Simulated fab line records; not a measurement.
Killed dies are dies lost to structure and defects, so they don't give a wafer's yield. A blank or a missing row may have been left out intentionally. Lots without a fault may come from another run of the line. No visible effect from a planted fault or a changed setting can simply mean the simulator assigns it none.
Split-lot study ; flow n5_finfet ; route with 1938 steps; 7 lots, 39 wafers read

## THE SPLIT
At N5_BEOL_M8_DESCUM_16 (chemistry O2, time 7.9 s), the setting time_s was moved away from the recipe's 7.9 s on 15 of the 39 wafers read, by -33.0% to +50.1%. This setting was run at the recipe's value on the other wafers.

Between the split and the reading, the file records no step.

## THE READING
CAR-ArF_of_BEOL_M8_COAT_05.thk_nm (the simulator's own value, which no gauge read), in nm, at N5_BEOL_M8_ETCH_61 (etches SiARC in CF4, target depth 45.5 nm, time 75.8 s). The file gives no usual value for it. Across the 24 wafers here that went through the recipe, the average is 51.0 nm and the standard deviation 0.26 nm.

wafer;tool, chamber at the split;time_s as run, s;against the recipe;CAR-ArF_of_BEOL_M8_COAT_05.thk_nm, nm;against lot-mates on the recipe
L076.1;rie_diel-06, 1,2;7.9;recipe;51;-
L076.2;rie_diel-06, 1,2;7.9;recipe;50.8;-
L076.3;rie_diel-06, 0,3,1;9.547;+20.8%;49.6;-1.2
L076.4;rie_diel-06, 0,3,1;9.547;+20.8%;49.6;-1.2
L076.5;rie_diel-06, 0;7.9;recipe;50.6;-
L076.6;rie_diel-06, 0,3,1;9.547;+20.8%;49.8;-1.0
L080.1;rie_diel-01, 3,0,1;7.9;recipe;50.8;-
L080.2;rie_diel-01, 3,0,1;7.9;recipe;50.8;-
L080.3;rie_diel-01, 3,0,1;7.9;recipe;50.8;-
L085.1;rie_diel-04, 3;7.9;recipe;50.6;-
L085.2;rie_diel-04, 1,0,1;7.9;recipe;51;-
L085.3;rie_diel-04, 1,0,1;7.9;recipe;50.8;-
L085.4;rie_diel-04, 3;7.9;recipe;50.8;-
L085.6;rie_diel-04, 1,0,1;7.9;recipe;50.8;-
L085.5;rie_diel-04, 0;7.9;recipe;51.2;-
L088.1;rie_diel-04, 3;7.9;recipe;51;-
L088.2;rie_diel-04, 1;7.9;recipe;50.8;-
L088.4;rie_diel-04, 1;7.9;recipe;50.8;-
L088.3;rie_diel-04, 0;11.86;+50.1%;48.2;-2.7
L088.5;rie_diel-04, 0;11.86;+50.1%;48.2;-2.7
L088.6;rie_diel-04, 3;11.86;+50.1%;48.6;-2.3
L093.1;rie_diel-01, 2,3;11.27;+42.7%;49.2;-2.0
L093.2;rie_diel-01, 0;11.27;+42.7%;49.2;-2.0
L093.3;rie_diel-01, 2,3;11.27;+42.7%;49;-2.2
L093.4;rie_diel-01, 1,0;7.9;recipe;51.2;-
L093.5;rie_diel-01, 1;7.9;recipe;51;-
L093.6;rie_diel-01, 1,0;7.9;recipe;51.4;-
L091.1;rie_diel-01, 1,0,1;7.9;recipe;51;-
L091.4;rie_diel-01, 1,0,1;7.9;recipe;51;-
L091.5;rie_diel-01, 1,0,1;7.9;recipe;51;-
L091.2;rie_diel-01, 3;5.293;-33.0%;52.2;+1.2
L091.3;rie_diel-01, 2;5.293;-33.0%;52.6;+1.6
L091.6;rie_diel-01, 2;5.293;-33.0%;52.6;+1.6
L094.1;rie_diel-04, 1,0;7.9;recipe;51.4;-
L094.3;rie_diel-04, 1,0;7.9;recipe;51.4;-
L094.2;rie_diel-04, 2,0;5.756;-27.1%;52.8;+1.3
L094.4;rie_diel-04, 2,0;5.756;-27.1%;52.8;+1.3
L094.5;rie_diel-04, 2;7.9;recipe;51.6;-
L094.6;rie_diel-04, 1;5.756;-27.1%;52.6;+1.1
The file does not say which wafer passed through which chamber wherever a row lists several chambers: such a row stands for several wafers.

FIT RESULTS
A straight line over all 39 wafers: CAR-ArF_of_BEOL_M8_COAT_05.thk_nm changes by -0.051 nm for each +1% of time_s; r = -0.97; the points scatter about the line by 0.28 nm.
The same after taking each lot's own level away (the mean of its wafers on the recipe; 39 wafers): -0.0485 nm for each +1%; r = -0.99; scatter 0.15 nm.
That fit puts the effect of the largest move of time_s on the reading at 2.4 nm.
From 50.80 to 51.47 nm: that is the span of the lots' own levels, equal to 2.6 times the standard deviation above.
Consequently the slope shifts little with the lot-to-lot level, the two slopes agreeing.
Check: with one of the wafers moved furthest among these (+50.1%) left out of the fit, the line predicts -2.43 nm for it against its lot-mates. It came out at -2.67 nm against them.

## FURTHER SPLITS ON THESE WAFERS
Before the reading, these wafers also passed through other splits. Each is held against what the fit with the lots' levels taken away leaves over:
other split on the same wafers;wafers away from the commonest value;r with CAR-ArF_of_BEOL_M8_COAT_05.thk_nm (lot level and that fit taken away)
N5_BEOL_M0_SAQP_PECVD_04 time_s;15;-0.08
N5_BEOL_M2_ILD_DEP_00 time_s;12;-0.11
N5_BEOL_M3_TRENCH_ETCH_37 time_s;12;-0.07

## THE WHOLE CHAIN: every reading that the file lists as answering this split, in the file's order
step;what it does;reading;change (the file's fit);r (the file's)
N5_BEOL_M8_DESCUM_16;chemistry O2, time 7.9 s;CAR-ArF_of_BEOL_M8_COAT_05.thk_nm (the simulator's own value, which no gauge read);-0.0472 nm for each +1% of the setting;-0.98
N5_BEOL_M8_ETCH_61;etches SiARC in CF4, target depth 45.5 nm, time 75.8 s;CAR-ArF_of_BEOL_M8_COAT_05.thk_nm (the simulator's own value, which no gauge read);-0.0488 nm for each +1% of the setting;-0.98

## THE FILE'S OWN FIT
CAR-ArF_of_BEOL_M8_COAT_05.thk_nm changes by -0.0488 nm for each +1% of time_s, r = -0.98.
